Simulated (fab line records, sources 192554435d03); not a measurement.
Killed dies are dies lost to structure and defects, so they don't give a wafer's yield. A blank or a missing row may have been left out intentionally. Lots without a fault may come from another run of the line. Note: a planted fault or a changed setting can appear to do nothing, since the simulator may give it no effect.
Chamber matching | flow n5_finfet | rie_diel-01 running N5_FIN_SAQP_ETCH_67: 4 sister chambers
The step etches SiNx in CH3F/O2, target depth 30 nm. 8 wafers are shown with their chamber, then 9 later ones without.

WAFERS PAIRED WITH THEIR CHAMBERS
wafer  | chamber | rf_vpp_V (V) | drypump_motor_current_A (A)
L079.2 | 2       | 296          | 5.6
L085.1 | 0       | 315          | 5.6
L089.2 | 2       | 297          | 5.5
L089.5 | 1       | 317          | 5.5
L089.6 | 3       | 286          | 4.8
L090.4 | 1       | 317          | 5.5
L090.5 | 3       | 284          | 4.8
L090.6 | 0       | 315          | 5.7

WAFERS MISSING THEIR CHAMBER
wafer  | rf_vpp_V (V) | drypump_motor_current_A (A)
L093.1 | 285          | 4.8
L093.4 | 286          | 4.8
L093.5 | 314          | 5.6
L096.1 | 316          | 5.5
L096.3 | 285          | 4.8
L096.5 | 287          | 4.8
L097.2 | 314          | 5.6
L097.4 | 297          | 5.6
L097.5 | 318          | 5.5

WHICH CHAMBER EACH ONE RAN IN
wafer  | from the rows above     | in truth
L093.1 | 3                       | 3
L093.4 | 3                       | 3
L093.5 | 0                       | 0
L096.1 | can't be placed: 1 or 0 | 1
L096.3 | 3                       | 3
L096.5 | 3                       | 3
L097.2 | 0                       | 0
L097.4 | 2                       | 2
L097.5 | 1                       | 1
8 of 9 placed correctly. Not placeable from these rows: 1 (in 1, the candidates include the true chamber). Placed wrongly: 0.
How it was worked out, from the rows above alone: a wafer's distance from a chamber is the root of the sum, over the readings, of the square of ((its reading less the chamber's mean) divided by the reading's scatter). The wafer belongs to the nearest chamber; if the next one is less than 2 further off, it can't be placed. For every chamber, the mean is computed from those of its wafers that are shown. The scatter: take each reading less its chamber's mean, square it, sum over the shown wafers, divide by the number of wafers less the number of chambers, and take the root.
